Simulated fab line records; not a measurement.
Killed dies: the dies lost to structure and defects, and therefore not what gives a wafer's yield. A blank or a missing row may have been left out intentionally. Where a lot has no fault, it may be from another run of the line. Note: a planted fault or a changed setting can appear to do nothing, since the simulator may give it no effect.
Matching of chambers    flow n5_finfet    cmp-02 running N5_MOL_CONTACT_COAG_CMP_28: 4 sister chambers
The step polishes, stops on SiNx, t overpolish 0.85 s, target thk 14.522 nm. 8 wafers are shown with their chamber, then 8 later ones without.

== WAFERS WITH THEIR CHAMBER ==
wafer   chamber  motor_current_A (A)  time_to_endpoint_s (s)
L602.3  3        12.3                 8.2
L604.3  3        12.4                 10.7
L606.5  0        11.6                 4.9
L607.6  1        13.3                 0.5
L608.2  0        10.9                 3.4
L608.3  1        12.7                 0.0
L608.4  2        11.8                 0.0
L622.1  2        11.5                 2.9

== WAFERS WHOSE CHAMBER IS MISSING ==
wafer   motor_current_A (A)  time_to_endpoint_s (s)
L622.2  13.0                 2.5
L622.4  11.8                 7.9
L623.1  12.6                 1.2
L623.5  11.3                 1.7
L623.6  11.8                 6.3
L624.2  12.7                 11.9
L624.5  12.2                 8.4
L624.6  11.9                 2.3

== EACH ONE'S CHAMBER ==
wafer   from the rows above           in truth
L622.2  1                             1
L622.4  can't be placed: 3 or 0       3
L623.1  can't be placed: 1 or 2       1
L623.5  can't be placed: 2 or 0       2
L623.6  can't be placed: 0 or 3 or 2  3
L624.2  3                             3
L624.5  3                             3
L624.6  can't be placed: 2 or 0       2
Placed correctly: 3 of 8. From these rows, 5 cannot be placed; in 5 the true chamber is one of the candidates. 0 placed wrongly.
How it was worked out, from the rows above alone: a wafer's distance from a chamber is the root of the sum, over the readings, of the square of ((its reading less the chamber's mean) divided by the reading's scatter). The wafer belongs to the nearest chamber; if the next one is less than 2 further off, it can't be placed. The mean given for a chamber averages the wafers shown for that chamber. The scatter: take each reading less its chamber's mean, square it, sum over the shown wafers, divide by the number of wafers less the number of chambers, and take the root.
